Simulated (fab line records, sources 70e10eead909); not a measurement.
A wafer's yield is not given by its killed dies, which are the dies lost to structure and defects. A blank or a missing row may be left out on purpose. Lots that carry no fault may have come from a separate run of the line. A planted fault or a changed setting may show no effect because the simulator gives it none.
Chamber matching -- flow nand-harc -- NHARC_A_STAIRCASE_DEP_301 on pecvd-04 has 3 sister chambers
The step deposits SiON, target thk 30 nm. 14 wafers are shown with their chamber, then 7 later ones without.

== EACH WAFER AND ITS CHAMBER ==
wafer,chamber,heater-power-w (W),susceptor-temp-C (C)
L078.1,1,897,399.92
L078.4,2,866,399.75
L078.6,0,837,400.25
L077.2,1,841,400.03
L077.4,1,851,399.97
L077.6,2,886,399.76
L083.1,2,904,400.73
L083.5,2,882,400.42
L083.6,1,889,400.35
L084.1,1,893,400.13
L084.5,2,905,400.15
L084.6,0,802,400.04
L086.1,0,794,400.05
L086.2,1,893,400.05

SIGNATURES, as means of the wafers listed above
reading,chamber 0,chamber 1,chamber 2,scatter within a chamber
heater-power-w,811.00,877.33,888.60,21.6
susceptor-temp-C,400.1133,400.0750,400.1620,0.28
Rule: distance of a wafer from a chamber = root of the sum over the readings of ((wafer's reading minus chamber's mean) / reading's scatter) squared. The wafer belongs to the nearest chamber; if the next one is less than 2 further off, it can't be placed. The scatter: the root of (the sum of the squares of (reading less its chamber's mean) over the shown wafers, divided by (wafers less chambers)).

== WAFERS WITHOUT THEIR CHAMBER ==
wafer,heater-power-w (W),susceptor-temp-C (C)
L086.3,771,399.83
L088.1,783,399.92
L088.4,892,399.66
L088.6,806,400.51
L093.1,866,399.66
L093.2,823,399.82
L093.5,908,400.37

== WHICH CHAMBER EACH ONE RAN IN ==
wafer,from the rows above,in truth
L086.3,0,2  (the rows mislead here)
L088.1,0,0
L088.4,can't be placed: 1 or 2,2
L088.6,0,0
L093.1,can't be placed: 1 or 2 or 0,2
L093.2,can't be placed: 0 or 1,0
L093.5,can't be placed: 2 or 1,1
Placed correctly: 2 of 7. These rows do not allow placing 4 (true chamber among the candidates in 4). Placed wrongly: 1.
